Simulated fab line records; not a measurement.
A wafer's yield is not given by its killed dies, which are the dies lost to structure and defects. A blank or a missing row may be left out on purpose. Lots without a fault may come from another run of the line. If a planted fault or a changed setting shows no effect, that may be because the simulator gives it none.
The tool behind it: which one? | flow n5 finfet | 36 wafers from 12 lots sampled at 2 of the route's 1938 steps

WHAT THE GAUGES SHOWED, per wafer
N5_BEOL_M4_CD_MEAS_28: target cd 26.2 nm, target cd y 24.1 nm.
lot  | measured     | on        | cd nm (nm)
L075 | day 7 16:10  | cd sem-02 | 26.36 26.13 26.35
L077 | day 8 02:16  | cd sem-03 | 26.84 26.13 26.44
L078 | day 8 19:32  | cd sem-01 | 26.42 26.05 26.11
L081 | day 9 07:56  | cd sem-01 | 26.25 26.13 26.01
L083 | day 9 22:35  | cd sem-02 | 26.37 25.95 26.38
L085 | day 10 04:06 | cd sem-01 | 26.46 26.18 26.10
L087 | day 11 11:22 | cd sem-03 | 26.15 26.26 26.16
L090 | day 12 02:30 | cd sem-03 | 26.26 26.03 26.73
L091 | day 12 06:47 | cd sem-01 | 26.52 26.55 26.09
L094 | day 12 09:23 | cd sem-03 | 26.47 26.66 26.46
L095 | day 12 17:15 | cd sem-03 | 26.42 25.90 26.26
L097 | day 14 02:17 | cd sem-01 | 26.12 26.02 26.32

WHICH TOOL RAN EACH LOT (tool, then ch and the chambers of the sampled wafers, then the start)
lot  | N5_BEOL_M4_STRIP_66
L075 | rie diel-02 ch 0,2,3, day 7 15:24
L077 | rie diel-02 ch 0,1, day 8 01:36
L078 | rie diel-01 ch 1,2,3, day 8 18:47
L081 | rie diel-01 ch 0,1, day 9 07:23
L083 | rie diel-01 ch 0,1,3, day 9 22:02
L085 | rie diel-01 ch 0,1,2, day 10 03:23
L087 | rie diel-01 ch 1,3, day 11 10:42
L090 | rie diel-01 ch 0,1,2, day 12 01:34
L091 | rie diel-02 ch 1,2, day 12 06:01
L094 | rie diel-02 ch 0,1,2, day 12 08:31
L095 | rie diel-02 ch 0,3, day 12 16:26
L097 | rie diel-02 ch 1,2,3, day 14 01:33
- N5_BEOL_M4_STRIP_66: strips in CF4.

THE ANSWER, worked out from the rows above alone
Rule: the lots themselves supply what counts as usual. The widest of any qualifying gaps counts: lots, ordered by their means at a reading, are off when they make up no more than a third of the lots, leave a main group of 4 or more, and stand apart from it by 3 or more times the standard deviation of that group's means. The tables above print the reading to a certain number of digits; a main group whose means all agree to those digits is not used. A lot without any number at a reading at which 4 lots or more have one is off too. All remaining lots with rows at the step are treated as sound.
No lot is off at any reading shown: from this, nothing can be told.

WHAT WAS PUT IN BY THE SIMULATOR
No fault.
